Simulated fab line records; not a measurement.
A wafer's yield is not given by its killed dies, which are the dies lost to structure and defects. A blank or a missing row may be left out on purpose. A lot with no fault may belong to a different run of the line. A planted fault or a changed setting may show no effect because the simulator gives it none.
8D (eight disciplines) problem report, filled in by code    flow n5_finfet    the parts of the form that need people (team, actions taken, sign-off) are left out

== 1. THE PROBLEM ==
At N5_BEOL_M1_CO_CAP_55, run_length_s averages 196.7 s over 2 wafers from 2 lots, while fault-free wafers read 125.2 s, standard deviation 0.57. So: +99 or more standard deviations from the usual mean.
The step: material Co, precursor CCTBA/H2, target thk 2 nm, time 102.1 s.
The first sign was on wafer L139.1 at day 8 07:20, on cvd_co-02. Wafers with a number at this step in the record: 31, from 11 lots. Rule for "out" (also "out of limits"): further than 4 standard deviations from the usual mean. The rest of the wafers with a number are treated as sound.

== 2. WHAT THIS IS AND IS NOT ==
question                     is                is not
which readings at this step  run_length_s      heater_power_w
which lots                   L139, L140        L131, L132, L133, L135, L137, L147, L148, L149, L154
which wafers of those lots   L139.1, L140.1    L139.3, L139.6, L140.2, L140.3
read on which tools          cvd_co-02         cvd_co-01
when                         from day 8 07:20  up to then (16 sound wafers); but 13 sound wafers of L140, L147, L148, L149, L154 came after

== 3. SUSPECTS, AND WHAT RULES EACH OUT ==
Counting: a tool at a process step up to the reading stays a suspect if it ran every lot that is out. Sound lots after the first of them don't rule it out here, since some wafers of a struck lot are sound.
- rtp_anneal-02 at N5_BEOL_M1_ANNEAL_51 (time 90 s): kept. It ran every lot that is out, first L139 (day 8 06:40); its last sound lot up to then is L137 (day 7 20:47).
- cvd_co-02 at N5_BEOL_M1_CO_CAP_55 (material Co, precursor CCTBA/H2, target thk 2 nm, time 102.1 s): kept. It ran every lot that is out, first L139 (day 8 07:20); its last sound lot up to then is L137 (day 7 21:27). Out on those wafers are its own readings of run_length_s.
What counting leaves: rtp_anneal-02 at N5_BEOL_M1_ANNEAL_51 and cvd_co-02 at N5_BEOL_M1_CO_CAP_55.

== 4. THE CAUSE (what the simulator had put in) ==
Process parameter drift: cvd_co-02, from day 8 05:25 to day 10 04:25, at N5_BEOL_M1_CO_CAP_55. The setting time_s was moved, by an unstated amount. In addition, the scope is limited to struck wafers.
2 suspects survive the count, and this tool is in that group.

== 5. SEQUENCE OF EFFECTS, ordered by route ==
One row per reading whose mean, taken over the struck wafers that have a number, lies over 3 standard deviations from the usual. Scope: only readings with a usual standard deviation given in the record; hours: median across lots of the time from each lot's start at the first step in this table that gives one to its start at this step; sigmas: change in usual standard deviations.
hours  step                  reading       usual    on struck wafers  change  sigmas
0      N5_BEOL_M1_CO_CAP_55  run_length_s  125.2 s  196.7             +71.5   +99 or more
The process steps in it:
- N5_BEOL_M1_CO_CAP_55: material Co, precursor CCTBA/H2, target thk 2 nm, time 102.1 s.
Later measuring or inspecting steps at which every struck wafer that the step has a row for has a number for every such reading, and none has moved that far: N5_BEOL_M4_RC_MEAS_101.

== 6. HOW IT WOULD HAVE BEEN CAUGHT EARLIER ==
First out-of-limits reading in this record: day 8 07:20, which is 2 hours after fault onset at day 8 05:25.
